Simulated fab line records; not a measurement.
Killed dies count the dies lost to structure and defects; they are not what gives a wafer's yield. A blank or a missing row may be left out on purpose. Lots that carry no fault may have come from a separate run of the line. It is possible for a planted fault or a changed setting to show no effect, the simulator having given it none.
Chamber matching ; flow n5_finfet ; 4 sister chambers for N5_BEOL_M10_ETCH_66 on rie_diel-05
The step etches SOC in N2/H2, target depth 120 nm, overetch 24 nm, time 180 s. 4 wafers are shown with their chamber, then 8 later ones without.

== EACH WAFER AND ITS CHAMBER ==
wafer;chamber;showerhead_plenum_p_Torr (Torr)
L089.1;3;2.66
L089.2;0;2.48
L089.3;1;2.65
L094.2;2;2.61

== WAFERS WITHOUT THEIR CHAMBER ==
wafer;showerhead_plenum_p_Torr (Torr)
L094.5;2.65
L094.6;2.48
L096.4;2.64
L096.5;2.66
L096.6;2.61
L097.1;2.48
L097.2;2.61
L097.6;2.66

== EACH ONE'S CHAMBER ==
wafer;from the rows above;in truth
L094.5;1;1
L094.6;0;0
L096.4;1;1
L096.5;3;3
L096.6;2;2
L097.1;0;0
L097.2;2;2
L097.6;3;3
Correct placement for 8 of the 8. From these rows, 0 cannot be placed. 0 placed wrongly.
How it was worked out, from the rows above alone: a wafer's distance from a chamber is the root of the sum, over the readings, of the square of ((its reading less the chamber's mean) divided by the reading's scatter). If the next closest chamber is less than 2 further off than the closest, the wafer can't be placed; otherwise it belongs to the closest. A chamber's mean is the mean of its shown wafers. The scatter: root of mean squared gap, hidden wafer to nearest shown wafer, with one shown wafer a chamber.
